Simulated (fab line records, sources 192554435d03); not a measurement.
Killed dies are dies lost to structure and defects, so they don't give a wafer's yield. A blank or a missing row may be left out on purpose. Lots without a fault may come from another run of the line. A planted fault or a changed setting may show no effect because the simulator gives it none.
Which tool did it? | flow n5_finfet | 12 lots, 35 wafers sampled, at 2 steps of a route of 1938

WHAT THE GAUGES READ, wafer by wafer
N5_BEOL_M11_THK_MEAS_53: measures by xrf. Usual: M11_THK 136.4 nm, standard deviation 3.
lot  | measured     | on            | M11_THK (nm)      | flag
L853 | day 16 05:30 | film_metro-02 | 132.5 139.1 135.2 |
L855 | day 17 13:07 | film_metro-01 | 139.5 134.5 137.8 |
L857 | day 18 11:18 | film_metro-01 | 137.0 134.0 136.4 |
L858 | day 18 20:19 | film_metro-01 | 142.5 142.0 138.1 |
L862 | day 18 20:36 | film_metro-02 | 142.1 139.3 134.3 |
L861 | day 20 08:42 | film_metro-01 | 140.0 138.3 142.5 |
L860 | day 20 12:10 | film_metro-01 | 140.7 132.5 136.3 |
L865 | day 20 20:17 | film_metro-01 | 132.1 140.0 129.7 |
L868 | day 20 21:40 | film_metro-02 | 133.3 130.4 139.4 |
L873 | day 21 22:44 | film_metro-01 | 136.6 132.8 131.7 |
L872 | day 22 17:53 | film_metro-02 | 134.9 134.1 137.9 |
L875 | day 23 03:34 | film_metro-02 | 137.8 136.4       |

N5_BEOL_M12_OVL_MEAS_11. Usual: V11_OVL 2 nm, standard deviation 6.6.
lot  | measured     | on         | V11_OVL (nm) | flag
L853 | day 16 06:16 | overlay-01 | -3 -12 -13   |
L855 | day 17 13:56 | overlay-02 | 10 -1 12     |
L857 | day 18 12:05 | overlay-02 | -3 -2 2      |
L858 | day 18 20:58 | overlay-02 | -1 -8 4      |
L862 | day 18 21:15 | overlay-02 | 11 8 6       |
L861 | day 20 09:29 | overlay-01 | -5 -8 -1     |
L860 | day 20 12:50 | overlay-01 | 7 4 6        |
L865 | day 20 21:04 | overlay-01 | 12 13 4      |
L868 | day 20 22:27 | overlay-02 | 5 3 -4       |
L873 | day 21 23:24 | overlay-01 | -4 -3 6      |
L872 | day 22 18:40 | overlay-02 | -11 -2 3     |
L875 | day 23 04:20 | overlay-01 | 6 -7         |

WHICH TOOL RAN EACH LOT (tool, then ch and the chambers of the sampled wafers, then the start)
The record holds no process step before these readings.

WHAT THE TOOLS THEMSELVES READ (means of the sampled wafers that have a number; where no wafer has one, the mark that the record gives instead)
The record holds no such reading with a usual standard deviation.

THE ANSWER, worked out from the rows above alone
Rule: a lot is off if the mean of its wafers that have a number lies more than 3 standard deviations from the usual mean. A lot without any number at a reading at which 4 lots or more have one is off too. The other lots that the step has rows for count as sound. The gauges are gone through in route order, then the tools' own readings, and for those a lot's mean is taken as printed above. The first step at which some lot is off is used, and at that step the reading that is off furthest; a lot without a number counts as furthest.
No lot is off at any reading shown: from this, nothing can be told.

WHAT THE SIMULATOR HAD PUT IN
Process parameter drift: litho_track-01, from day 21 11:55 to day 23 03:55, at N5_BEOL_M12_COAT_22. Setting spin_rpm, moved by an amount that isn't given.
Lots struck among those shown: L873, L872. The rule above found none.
